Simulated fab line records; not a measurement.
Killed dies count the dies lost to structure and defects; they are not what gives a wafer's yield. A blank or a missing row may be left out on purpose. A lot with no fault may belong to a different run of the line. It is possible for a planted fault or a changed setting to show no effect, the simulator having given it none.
fab line records	flow n5Finfet
record lots=7	wafers=19	lastDay=17
route steps=1938 shown BEOL_M0_SAQP@682 BEOL_M4@1111
lots with no fault: from the same line, run without faults
startH: hours from the record's opening day to when the first of the lot's shown wafers began	waitH: time in hours since the lot's previous step	" repeats the value in the row above	L1.1+2: a row that stands for several wafers	- no value present, or no start provided	* or withheld: withheld	< > ~ a bound
route shown NAME@n: NAME is a module with steps in the file, n the number in the route of the first one	usual: mean and standard deviation over wafers with no fault	same: alike in all rows	chamber/n: place in a boat	sites: per-site readings	_std_site: their standard deviation	_edge_site: outer sites' mean less inner sites'	radiusMm: for every site, how far away it sits from the centre of the wafer	mask NAME#n: copy n	behind: the most recent tool/chamber to have shaped the wafer	hold: cause of the lot's hold/its duration in hours/its outcome	device: the n, p or np transistor that did not switch	end of line: tests run on the same wafers once the route is complete	a step given without rows: its recipe and nothing more	killed: the dies lost at the first sort to structure and to defects; this is not the yield of the wafer	map: a wafer's dies, x killed, . not, _ none there
set.NAME: the setting as run; set.NAME@STEP: as run at that earlier step	model.NAME: the simulator's own value behind a step, which no gauge read
lots at some steps of the route; a table a step, a row a wafer
services: from which hour (startH, from the record's first day; less than 0 if before it) a tool's chamber was out of use, for how many hours, and why
## steps
# step N5_BEOL_M0_SAQP_COAT_87
# recipe resist=underlayer	tempC=205	timeS=60	spinRpm=1500	resistThkNm=5
# step N5_BEOL_M0_SAQP_COAT_34
# recipe resist=CAR-EUV	spinRpm=1500	resistThkNm=30
# step N5_BEOL_M0_SAQP_EBR_36
# recipe solvent=PGMEA	ebrWidthMm=1.5
# step N5_BEOL_M0_SAQP_SOFTBAKE_35
# recipe tempC=110	timeS=60	resist=CAR-EUV
# step N5_BEOL_M0_SAQP_EXPOSE_37
# recipe maskId=M0_CUT1	na=0.33	sourceShape=annular	sigmaInner=0.35	sigmaOuter=0.8	polarization=unpolarized	targetCdNm=30	doseMj=44.75
# step N5_BEOL_M0_SAQP_PEB_38
# recipe pebTempC=100	pebTimeS=60	resist=CAR-EUV
# step N5_BEOL_M0_SAQP_DEVELOP_39
# recipe developTimeS=30	developer=TMAH	resist=CAR-EUV	rinseLiquid=surfactantRinse	dry=airSpin	devTempC=23
# step N5_BEOL_M0_SAQP_CD_MEAS_40
# recipe targetCdNm=30	landingEnergyEv=500	detector=seInlens
# usual cdNm=29.95/0.25
lot.wafer	tool	chamber	startH	waitH	cdNm
L160.4	cdSem-03	0	114.62	-	29.73
L160.5	"	0	"	"	30.21
L160.6	"	0	"	"	29.91
L165.4	cdSem-02	0	148.35	-	29.89
L165.5	"	0	"	"	29.90
L165.6	"	0	"	"	30.25
L177.2	cdSem-03	0	212.05	-	30.09
L177.3	"	0	"	"	30.02
L178.5	cdSem-02	0	224.35	-	29.82
L178.6	"	0	"	"	30.01
L179.3	cdSem-01	0	227.36	-	29.94
L179.5	"	0	"	"	29.87
L179.6	"	0	"	"	29.95
L182.1	cdSem-03	0	245.09	-	29.92
L182.3	"	0	"	"	30.16
L182.5	"	0	"	"	30.02
L183.1	cdSem-02	0	248.13	-	30.23
L183.2	"	0	"	"	30.11
L183.6	"	0	"	"	30.04
# step N5_BEOL_M0_SAQP_OVL_MEAS_41
# recipe pointsPerWafer=522
# usual M0_CUT1_OVL=0.2/0.67
# same pointsPerWafer=522
lot.wafer	tool	chamber	startH	waitH	M0_CUT1_OVL[nm]
L160.4	overlay-02	0	114.67	0.0	-0.6
L160.5	"	0	"	"	-1.2
L160.6	"	0	"	"	0.5
L165.4	overlay-02	0	148.40	0.0	-0.2
L165.5	"	0	"	"	-0.4
L165.6	"	0	"	"	-0.6
L177.2	overlay-01	0	212.08	0.0	-0.1
L177.3	"	0	"	"	1.1
L178.5	overlay-01	0	224.40	0.0	-1.6
L178.6	"	0	"	"	-0.1
L179.3	overlay-02	0	227.40	0.0	0.5
L179.5	"	0	"	"	-0.3
L179.6	"	0	"	"	0.2
L182.1	overlay-02	0	245.12	0.0	1.1
L182.3	"	0	"	"	0.1
L182.5	"	0	"	"	1.1
L183.1	overlay-01	0	248.16	0.0	0.2
L183.2	"	0	"	"	1.3
L183.6	"	0	"	"	-0.3
# step N5_BEOL_M0_SAQP_INSPECT_42
# recipe mode=adi	inspectInstrument=brightfield
# usual rawDefectCount=273/77
lot.wafer	tool	chamber	startH	waitH	rawDefectCount
L160.4	defectInspect-01	-	114.71	0.0	169
L160.5	"	-	"	"	230
L160.6	"	-	"	"	211
L165.4	defectInspect-01	-	148.45	0.0	270
L165.5	"	-	"	"	267
L165.6	"	-	"	"	391
L177.2	defectInspect-01	-	212.14	0.0	300
L177.3	"	-	"	"	366
L178.5	defectInspect-01	-	224.44	0.0	173
L178.6	"	-	"	"	176
L179.3	defectInspect-02	-	227.45	0.0	336
L179.5	"	-	"	"	316
L179.6	"	-	"	"	269
L182.1	defectInspect-02	-	245.18	0.1	295
L182.3	"	-	"	"	225
L182.5	"	-	"	"	259
L183.1	defectInspect-01	-	248.22	0.1	289
L183.2	"	-	"	"	198
L183.6	"	-	"	"	369
# step N5_BEOL_M0_SAQP_DESCUM_45
# recipe chemistry=O2	timeS=7	sourcePowerW=50	biasPowerW=20	pressureMtorr=20	rfFrequencyHz=2.712e+07	tempC=40	resist=CAR-EUV	o2FlowSccm=225
# usual drypumpMotorCurrentA=5.6/0.42	oesProductAu=0.79/0.084	rfVppV=243.4/1.4	showerheadPlenumPTorr=2.11/0.066	throttleValvePct=20.39/0.25
lot.wafer	tool	chamber	startH	waitH	drypumpMotorCurrentA	oesProductAu	rfHoursCounterH	rfVppV	showerheadPlenumPTorr	throttleValvePct
L160.4	rieDiel-02	0	114.84	0.1	5.9	0.97	-	245.5	2.22	19.86
L160.5	"	3	"	"	5.8	0.75	-	245.1	2.18	20.45
L160.6	"	2	"	"	5.2	0.79	-	243.3	2.10	20.57
L165.4	rieDiel-05	1	148.48	0.0	5.0	0.73	195	245.0	2.16	20.23
L165.5	"	3	"	"	5.5	0.77	-	242.2	2.00	20.54
L165.6	"	2	"	"	6.3	0.71	-	243.2	2.00	20.76
L177.2	rieDiel-02	3	212.17	0.0	5.7	0.74	183	244.5	2.17	20.48
L177.3	"	1	"	"	5.4	0.87	44	244.4	2.14	20.26
L178.5	rieDiel-02	1	224.49	0.0	5.4	0.86	-	244.3	2.14	20.26
L178.6	"	0	"	"	5.9	0.89	-	247.6	2.21	19.91
L179.3	rieDiel-02	3	227.48	0.0	5.8	0.72	188	243.1	2.17	20.48
L179.5	"	2	"	"	5.2	0.76	-	244.3	2.09	20.61
L179.6	"	1	"	"	5.4	0.85	-	244.0	2.14	20.27
L182.1	rieDiel-03	3	245.22	0.0	5.4	0.69	214	243.4	2.06	20.41
L182.3	"	1	"	"	5.4	0.80	123	244.0	2.10	20.27
L182.5	"	3	"	"	5.4	0.69	-	242.2	2.06	20.40
L183.1	rieDiel-05	3	248.57	0.3	5.5	0.74	186	241.4	1.99	20.59
L183.2	"	2	"	"	6.3	0.68	239	241.2	1.99	20.82
L183.6	"	2	"	"	6.3	0.69	-	241.6	1.99	20.80
# step N5_BEOL_M0_SAQP_ETCH_88
# recipe chemistry=N2/H2	target=underlayer	targetDepthA=65	timeS=5.2	ionEnergyEv=200	maskMaterial=CAR-EUV	pressureMtorr=30	sourceW=840	biasW=150	n2FlowSccm=200	h2FlowSccm=200	ends=cleared
# usual drypumpMotorCurrentA=5.6/0.42	etchRfOnTimeS=5.20/0.064	oesProductAu=0.67/0.069	rfVppV=524.5/2.6	showerheadPlenumPTorr=2.56/0.079	throttleValvePct=17.78/0.28
lot.wafer	tool	chamber	startH	waitH	drypumpMotorCurrentA	etchRfOnTimeS	oesProductAu	rfHoursCounterH	rfVppV	showerheadPlenumPTorr	throttleValvePct
L160.4	rieDiel-02	0	114.87	0.0	5.9	5.15	0.83	-	527.9	2.70	17.17
L160.5	"	3	"	"	5.8	5.20	0.64	-	525.3	2.64	17.73
L160.6	"	2	"	"	5.2	5.06	0.67	-	524.9	2.55	18.02
L165.4	rieDiel-05	1	148.52	0.0	5.0	5.35	0.61	195	526.3	2.63	17.76
L165.5	"	3	"	"	5.5	5.14	0.65	-	523.2	2.44	17.95
L165.6	"	2	"	"	6.4	5.23	0.59	-	521.5	2.42	18.15
L177.2	rieDiel-02	3	212.20	0.0	5.7	5.21	0.62	183	526.9	2.63	17.76
L177.3	"	1	"	"	5.4	5.13	0.73	44	522.4	2.58	17.60
L178.5	rieDiel-02	1	224.51	0.0	5.4	5.10	0.73	-	525.1	2.58	17.62
L178.6	"	0	"	"	5.9	5.21	0.77	-	523.4	2.69	17.22
L179.3	rieDiel-02	3	227.52	0.0	5.8	5.20	0.62	188	525.9	2.62	17.78
L179.5	"	2	"	"	5.2	5.10	0.65	-	523.6	2.53	18.07
L179.6	"	1	"	"	5.4	5.15	0.73	-	524.6	2.58	17.61
L182.1	rieDiel-03	3	245.25	0.0	5.4	5.21	0.60	214	523.6	2.51	17.84
L182.3	"	1	"	"	5.4	5.14	0.68	123	523.3	2.55	17.63
L182.5	"	3	"	"	5.4	5.23	0.59	-	522.2	2.51	17.83
L183.1	rieDiel-05	3	248.60	0.0	5.5	5.13	0.62	186	519.3	2.43	18.03
L183.2	"	2	"	"	6.4	5.23	0.58	239	520.9	2.40	18.22
L183.6	"	2	"	"	6.3	5.17	0.58	-	518.0	2.40	18.21
# step N5_BEOL_M0_SAQP_ETCH_73
# recipe chemistry=CF4	target=SiARC	targetDepthA=195	maskMaterial=CAR-EUV	timeS=32.5	ionEnergyEv=80	pressureMtorr=40	sourceW=545	biasW=36	Ar_flow_sccm=100	cf4FlowSccm=100	ends=cleared
# usual drypumpMotorCurrentA=5.6/0.42	etchRfOnTimeS=32.5/0.46	oesProductAu=0.67/0.069	rfVppV=184.2/1.1	showerheadPlenumPTorr=2.16/0.065	throttleValvePct=15.57/0.26
lot.wafer	tool	chamber	startH	waitH	drypumpMotorCurrentA	etchRfOnTimeS	oesProductAu	rfHoursCounterH	rfVppV	showerheadPlenumPTorr	throttleValvePct
L160.4	rieDiel-02	0	114.89	0.0	5.9	32.4	0.83	-	184.7	2.27	15.04
L160.5	"	3	"	"	5.8	32.7	0.65	-	185.0	2.23	15.65
L160.6	"	2	"	"	5.2	32.3	0.67	-	184.7	2.14	15.67
L165.4	rieDiel-05	1	148.53	0.0	5.1	33.2	0.62	195	185.0	2.20	15.51
L165.5	"	3	"	"	5.5	31.9	0.66	-	181.7	2.06	15.71
L165.6	"	2	"	"	6.4	32.6	0.60	-	182.1	2.04	15.92
L177.2	rieDiel-02	3	212.22	0.0	5.8	23.8	0.76	183	184.6	2.22	15.71
L177.3	"	1	"	"	5.4	32.5	0.73	44	183.9	2.17	15.31
L178.5	rieDiel-02	1	224.54	0.0	5.4	23.1	0.89	-	183.6	2.17	15.30
L178.6	"	0	"	"	5.9	32.5	0.76	-	186.0	2.26	15.12
L179.3	rieDiel-02	3	227.53	0.0	5.8	31.9	0.63	188	184.3	2.22	15.71
L179.5	"	2	"	"	5.2	22.9	0.80	-	184.4	2.13	15.74
L179.6	"	1	"	"	5.4	31.9	0.73	-	185.3	2.17	15.31
L182.1	rieDiel-03	3	245.27	0.0	5.3	33.1	0.58	214	184.3	2.12	15.69
L182.3	"	1	"	"	5.4	32.3	0.68	123	184.1	2.15	15.50
L182.5	"	3	"	"	5.3	33.0	0.59	-	183.3	2.12	15.69
L183.1	rieDiel-05	3	248.62	0.0	5.5	31.9	0.63	186	182.6	2.05	15.79
L183.2	"	2	"	"	6.3	32.8	0.58	239	183.2	2.03	15.98
L183.6	"	2	"	"	6.3	33.0	0.57	-	183.6	2.03	15.99
# step N5_BEOL_M0_SAQP_CUT_ETCH_46
# recipe chemistry=N2/H2	target=SOC	targetDepthA=1350	overetchA=270	tempC=40	timeS=202.5	ionEnergyEv=200	maskMaterial=SiARC	pressureMtorr=30	sourceW=840	biasW=150	n2FlowSccm=200	h2FlowSccm=200
# usual drypumpMotorCurrentA=5.6/0.42	rfVppV=524.6/2.4	showerheadPlenumPTorr=2.56/0.079	throttleValvePct=17.74/0.28
lot.wafer	tool	chamber	startH	waitH	drypumpMotorCurrentA	rfHoursCounterH	rfVppV	showerheadPlenumPTorr	throttleValvePct
L160.4	rieDiel-02	0	114.99	0.1	5.9	-	527.3	2.70	17.12
L160.5	"	3	"	"	5.8	-	528.3	2.64	17.65
L160.6	"	2	"	"	5.2	-	524.4	2.55	17.95
L165.4	rieDiel-05	1	148.57	0.0	5.1	196	525.3	2.63	17.74
L165.5	"	3	"	"	5.5	-	521.5	2.44	17.93
L165.6	"	2	"	"	6.3	-	520.2	2.42	18.12
L177.2	rieDiel-02	3	212.25	0.0	5.8	183	524.8	2.63	17.71
L177.3	"	1	"	"	5.4	44	523.6	2.58	17.53
L178.5	rieDiel-02	1	224.63	0.1	5.4	-	525.9	2.58	17.55
L178.6	"	0	"	"	5.9	-	528.6	2.69	17.17
L179.3	rieDiel-02	3	227.56	0.0	5.8	188	526.2	2.63	17.71
L179.5	"	2	"	"	5.2	-	521.8	2.54	18.02
L179.6	"	1	"	"	5.4	-	524.9	2.58	17.57
L182.1	rieDiel-03	3	245.30	0.0	5.4	214	522.6	2.51	17.82
L182.3	"	1	"	"	5.5	123	523.8	2.55	17.60
L182.5	"	3	"	"	5.4	-	523.6	2.51	17.81
L183.1	rieDiel-05	3	248.65	0.0	5.5	186	520.9	2.43	18.00
L183.2	"	2	"	"	6.4	239	520.1	2.40	18.18
L183.6	"	2	"	"	6.4	-	521.8	2.40	18.17
# step N5_BEOL_M4_RC_MEAS_101
# usual DIBL_N=36.4/1.5	DIBL_P=36.6/1.9	IOFF_N=0.155/0.021	IOFF_P=0.211/0.028	ION_N=671/8.6	ION_P=462/5.8	SS_N=71.5/0.5	SS_P=73.4/0.58	VT_N=250.1/2.4	VT_P=-250.1/3
lot.wafer	tool	chamber	startH	waitH	DIBL_N[mV/V]	DIBL_P[mV/V]	IOFF_N[nA/um]	IOFF_P[nA/um]	ION_N[uA/um]	ION_P[uA/um]	SS_N[mV/dec]	SS_P[mV/dec]	VT_N[mV]	VT_P[mV]
L160.4	prober-02	0	168.33	0.5	34.4	33.7	0.124	0.178	662	456	71.0	73.0	250.8	-250.5
L160.5	"	0	"	"	37.6	37.7	0.184	0.230	690	464	72.1	73.9	249.1	-249.0
L160.6	"	0	"	"	35.3	34.4	0.138	0.184	683	464	71.2	72.2	251.8	-250.1
L165.4	prober-01	0	191.08	0.5	34.7	35.2	0.135	0.227	659	461	71.0	73.1	252.8	-248.1
L165.5	"	0	"	"	33.6	33.5	0.119	0.195	660	462	71.0	72.6	255.6	-248.2
L165.6	"	0	"	"	33.8	33.9	0.128	0.205	658	452	70.2	72.9	253.1	-251.0
L177.2	prober-01	0	268.82	0.2	39.5	40.0	0.203	0.260	674	463	72.3	74.1	247.5	-249.3
L177.3	"	0	"	"	39.6	40.0	0.206	0.262	677	464	72.4	73.9	245.3	-248.5
L178.5	prober-02	0	278.58	0.6	35.6	37.8	0.161	0.225	674	464	71.4	73.4	250.0	-248.6
L178.6	"	0	"	"	35.2	37.0	0.158	0.206	676	462	71.6	73.3	249.0	-249.4
L179.3	prober-01	0	280.74	0.3	35.4	35.2	0.144	0.181	667	459	71.4	72.3	249.7	-251.8
L179.5	"	0	"	"	37.1	37.6	0.171	0.207	675	462	71.4	73.2	248.3	-250.1
L179.6	"	0	"	"	36.6	36.8	0.162	0.199	672	460	71.6	73.7	248.5	-251.7
L182.1	prober-01	0	297.26	0.0	35.2	35.6	0.151	0.193	671	461	72.0	72.9	250.0	-251.9
L182.3	"	0	"	"	34.2	34.3	0.145	0.181	672	460	71.6	72.7	252.7	-252.8
L182.5	"	0	"	"	33.5	33.9	0.131	0.171	664	457	71.2	72.7	252.5	-252.1
L183.1	prober-02	0	308.25	0.0	34.5	34.4	0.117	0.138	674	460	70.9	72.5	252.8	-259.8
L183.2	"	0	"	"	36.2	35.8	0.140	0.153	675	455	71.0	73.1	251.5	-257.3
L183.6	"	0	"	"	37.7	38.3	0.170	0.188	680	454	70.7	74.0	247.1	-252.9
## services
tool	chamber	startH	hours	kind
rieDiel-02	1	110.06	6.0	repair
rieDiel-03	-	130.92	0.7	repair
rieDiel-02	-	140.34	0.4	repair
rieDiel-03	2	145.58	-	clean
rieDiel-03	2	145.58	-	consumableReplace:focusRing
rieDiel-03	2	145.58	13.5	scheduledDown
rieDiel-03	2	145.58	13.5	ventCycle
rieDiel-03	1	149.89	4.6	repair
rieDiel-05	0	215.24	3.8	repair
rieDiel-05	0	241.21	-	clean
rieDiel-05	0	241.21	-	consumableReplace:focusRing
rieDiel-05	0	241.21	16.2	scheduledDown
rieDiel-05	0	241.21	16.2	ventCycle
rieDiel-02	-	243.38	28.1	pm
## key
firstSign step=N5_BEOL_M0_SAQP_ETCH_73	reading=etchRfOnTimeS	direction=down	sigmas=20	usual=*	struck=*
effect step=N5_BEOL_M0_SAQP_ETCH_73	reading=oesProductAu	direction=up	sigmas=2.1	usual=0.67	struck=0.81	wafersMoved=2
metAt N5_BEOL_M0_SAQP_ETCH_73
struckWafers L177.2,L178.5,L179.5
onsetBetween 114.89 212.22
fault kind=processParameterDrift	tool=rieDiel-02	chamber=-	onsetH=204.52	steps=N5_BEOL_M0_SAQP_ETCH_73	channel=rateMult	offset=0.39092	shape=step	endH=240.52	scope=struckWafersOnly
